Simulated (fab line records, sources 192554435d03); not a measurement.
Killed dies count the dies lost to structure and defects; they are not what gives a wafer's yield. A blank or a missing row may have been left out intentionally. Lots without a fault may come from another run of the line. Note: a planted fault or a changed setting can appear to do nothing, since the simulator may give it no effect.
Split-lot trial + flow n5Finfet + 7 lots, 21 wafers read, on a route of 1938 steps

== THE SPLIT ==
At N5_BEOL_M7_DESCUM_33 (chemistry O2, time 7 s), the setting timeS was moved away from the recipe's 7 s on 11 of the 21 wafers read, by -21.4% to +14.1%. The other wafers ran this setting at the recipe's value.

== SPLIT TO READING: what lies between them in the file, 1 step ==
- N5_BEOL_M7_ETCH_72: etches underlayer in N2/H2, target depth 6.5 nm, time 5.2 s

== THE READING ==
CAR-EUV_of_BEOL_M7_COAT_22.thkNm (the simulator's own value, which no gauge read), in nm, at N5_BEOL_M7_ETCH_65 (etches SiARC in CF4, target depth 15.6 nm, time 26 s). The file gives no usual value for it. The 10 wafers here that ran the recipe average 11.1 nm, standard deviation 0.092 nm.

| wafer  | tool, chamber at the split | timeS as run, s | against the recipe | CAR-EUV_of_BEOL_M7_COAT_22.thkNm, nm | against lot-mates on the recipe |
|--------|----------------------------|-----------------|--------------------|--------------------------------------|---------------------------------|
| L074.1 | rieDiel-01, 1,0            | 7.984           | +14.1%             | 10.6                                 | -0.6                            |
| L074.4 | rieDiel-01, 1,0            | 7.984           | +14.1%             | 10.6                                 | -0.6                            |
| L074.5 | rieDiel-01, 0              | 7               | recipe             | 11.2                                 | -                               |
| L075.3 | rieDiel-02, 0,1            | 7               | recipe             | 11.2                                 | -                               |
| L075.4 | rieDiel-02, 0,1            | 7               | recipe             | 11.2                                 | -                               |
| L075.5 | rieDiel-02, 3              | 7               | recipe             | 11                                   | -                               |
| L086.2 | rieDiel-02, 0,1            | 6.314           | -9.8%              | 11.6                                 | no lot-mate on the recipe       |
| L086.4 | rieDiel-02, 0,1            | 6.314           | -9.8%              | 11.6                                 | no lot-mate on the recipe       |
| L086.3 | rieDiel-02, 3              | 6.314           | -9.8%              | 11.4                                 | no lot-mate on the recipe       |
| L085.2 | rieDiel-02, 2,0,3          | 7               | recipe             | 11.2                                 | -                               |
| L085.3 | rieDiel-02, 2,0,3          | 7               | recipe             | 11                                   | -                               |
| L085.4 | rieDiel-02, 2,0,3          | 7               | recipe             | 11                                   | -                               |
| L089.2 | rieDiel-05, 2,0,2          | 7.477           | +6.8%              | 10.8                                 | no lot-mate on the recipe       |
| L089.4 | rieDiel-05, 2,0,2          | 7.477           | +6.8%              | 10.8                                 | no lot-mate on the recipe       |
| L089.5 | rieDiel-05, 2,0,2          | 7.477           | +6.8%              | 10.8                                 | no lot-mate on the recipe       |
| L095.3 | rieDiel-02, 3              | 5.502           | -21.4%             | 11.8                                 | +0.6                            |
| L095.4 | rieDiel-02, 0              | 7               | recipe             | 11.2                                 | -                               |
| L095.5 | rieDiel-02, 2              | 5.502           | -21.4%             | 12                                   | +0.8                            |
| L096.3 | rieDiel-02, 0,2            | 7               | recipe             | 11.2                                 | -                               |
| L096.6 | rieDiel-02, 0,2            | 7               | recipe             | 11.2                                 | -                               |
| L096.5 | rieDiel-02, 1              | 7.802           | +11.5%             | 10.8                                 | -0.4                            |
Rows listing several chambers each stand for several wafers; the file does not say which wafer went through which chamber.

FIT RESULTS
A straight line over all 21 wafers: CAR-EUV_of_BEOL_M7_COAT_22.thkNm changes by -0.0376 nm for each +1% of timeS; r = -0.97; the points scatter about the line by 0.093 nm.
The same after taking each lot's own level away (the mean of its wafers on the recipe; 15 wafers): -0.0357 nm for each +1%; r = -0.98; scatter 0.085 nm.
According to that fit, moving timeS by its largest amount changes the reading by 0.76 nm.
From 11.07 to 11.20 nm: that is the span of the lots' own levels, equal to 1.5 times the standard deviation above.
The two slopes are in agreement: the lot-to-lot level therefore moves the slope only a little.
Check: for one of the wafers moved furthest among these (-21.4%), held out of the fit, the line's prediction against its lot-mates is +0.829 nm. It came out at +0.6 nm against them.

== THE OTHER SPLITS THESE WAFERS WENT THROUGH ==
These wafers also went through other splits before the reading. Each is held against what the fit with the lots' levels taken away leaves over:
| other split on the same wafers | wafers away from the commonest value | r with CAR-EUV_of_BEOL_M7_COAT_22.thkNm (lot level and that fit taken away) |
|--------------------------------|--------------------------------------|-----------------------------------------------------------------------------|
| N5_BEOL_M6_EXPOSE_25 doseMj    | 10                                   | -0.22                                                                       |

== THE WHOLE CHAIN: every reading that the file lists as answering this split, in the file's order ==
| step                 | what it does                                                | reading                                                                           | change (the file's fit)                | r (the file's) |
|----------------------|-------------------------------------------------------------|-----------------------------------------------------------------------------------|----------------------------------------|----------------|
| N5_BEOL_M7_DESCUM_33 | chemistry O2, time 7 s                                      | CAR-EUV_of_BEOL_M7_COAT_22.thkNm (the simulator's own value, which no gauge read) | -0.0266 nm for each +1% of the setting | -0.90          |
| N5_BEOL_M7_ETCH_72   | etches underlayer in N2/H2, target depth 6.5 nm, time 5.2 s | CAR-EUV_of_BEOL_M7_COAT_22.thkNm (the simulator's own value, which no gauge read) | -0.0301 nm for each +1% of the setting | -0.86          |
| N5_BEOL_M7_ETCH_65   | etches SiARC in CF4, target depth 15.6 nm, time 26 s        | CAR-EUV_of_BEOL_M7_COAT_22.thkNm (the simulator's own value, which no gauge read) | -0.0356 nm for each +1% of the setting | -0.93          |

== FILE'S OWN FIT ==
CAR-EUV_of_BEOL_M7_COAT_22.thkNm changes by -0.0356 nm for each +1% of timeS, r = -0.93.
